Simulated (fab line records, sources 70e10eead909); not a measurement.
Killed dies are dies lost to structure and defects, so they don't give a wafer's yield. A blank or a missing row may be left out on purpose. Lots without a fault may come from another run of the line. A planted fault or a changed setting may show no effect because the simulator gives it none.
Chamber matching | flow nand_harc | NHARC_A_CHANNEL_FILL_D2_ETCHBACK_19 on rie_si-04: 4 sister chambers
The step etches the open film in HBr/Cl2, target depth 5 nm, time 1.7 s. 4 wafers are shown with their chamber, then 10 later ones without.

WAFERS WITH THEIR CHAMBER
wafer  | chamber | drypump_motor_current_A (A)
L084.5 | 2       | 5.1
L085.6 | 1       | 5.1
L089.6 | 3       | 6.5
L087.1 | 0       | 5.3

WAFERS WITHOUT THEIR CHAMBER
wafer  | drypump_motor_current_A (A)
L087.5 | 5.1
L090.1 | 5.2
L090.3 | 5.2
L090.5 | 5.1
L091.1 | 5.3
L091.3 | 5.2
L091.6 | 5.2
L097.2 | 5.1
L097.4 | 5.3
L097.5 | 5.2

WHICH CHAMBER EACH WENT THROUGH
wafer  | from the rows above          | in truth
L087.5 | can't be placed: 1 or 2      | 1
L090.1 | can't be placed: 0 or 1 or 2 | 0
L090.3 | can't be placed: 0 or 1 or 2 | 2
L090.5 | can't be placed: 1 or 2      | 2
L091.1 | 0                            | 0
L091.3 | can't be placed: 0 or 1 or 2 | 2
L091.6 | can't be placed: 0 or 1 or 2 | 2
L097.2 | can't be placed: 1 or 2      | 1
L097.4 | 0                            | 0
L097.5 | can't be placed: 0 or 1 or 2 | 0
Placed correctly: 2 of 10. Can't be placed from these rows: 8 (the true chamber is among the candidates in 8). Placed wrongly: 0.
How it was worked out, from the rows above alone: a wafer's distance from a chamber is the root of the sum, over the readings, of the square of ((its reading less the chamber's mean) divided by the reading's scatter). The wafer belongs to the nearest chamber; if the next one is less than 2 further off, it can't be placed. A chamber's mean is the mean of its shown wafers. The scatter: with one shown wafer a chamber, the root of the mean of the squares of how far each hidden wafer lies from its nearest shown one.
